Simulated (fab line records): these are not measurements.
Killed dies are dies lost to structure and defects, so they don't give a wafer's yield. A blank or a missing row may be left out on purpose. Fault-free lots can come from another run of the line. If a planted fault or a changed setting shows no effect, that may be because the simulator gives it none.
Chamber matching | flow n5Finfet | 4 sister chambers for N5_BEOL_M3_ALD_84 on aldMetal-03
The step deposits TaN, pulse time 2 s, purge time 3 s, co reactant purge time 2 s. 8 wafers are shown with their chamber, then 8 later ones without.

## EACH WAFER AND ITS CHAMBER
wafer  | chamber | heaterPowerW (W)
L079.5 | 0       | 352
L090.1 | 3       | 390
L090.2 | 2       | 456
L090.3 | 0       | 346
L090.4 | 1       | 411
L090.5 | 1       | 408
L090.6 | 2       | 470
L092.1 | 3       | 398

## WAFERS MISSING THEIR CHAMBER
wafer  | heaterPowerW (W)
L092.2 | 417
L092.3 | 477
L092.4 | 353
L092.5 | 421
L092.6 | 482
L096.4 | 362
L096.5 | 397
L096.6 | 467

## WHICH CHAMBER EACH ONE RAN IN
wafer  | from the rows above     | in truth
L092.2 | 1                       | 1
L092.3 | 2                       | 2
L092.4 | 0                       | 0
L092.5 | 1                       | 1
L092.6 | 2                       | 2
L096.4 | 0                       | 0
L096.5 | can't be placed: 3 or 1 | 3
L096.6 | 2                       | 2
Correctly placed: 7 of 8. Can't be placed from these rows: 1 (the true chamber is among the candidates in 1). 0 placed wrongly.
How it was worked out, from the rows above alone: a wafer's distance from a chamber is the root of the sum, over the readings, of the square of ((its reading less the chamber's mean) divided by the reading's scatter). If the next closest chamber is less than 2 further off than the closest, the wafer can't be placed; otherwise it belongs to the closest. For every chamber, the mean is computed from those of its wafers that are shown. The scatter: take each reading less its chamber's mean, square it, sum over the shown wafers, divide by the number of wafers less the number of chambers, and take the root.
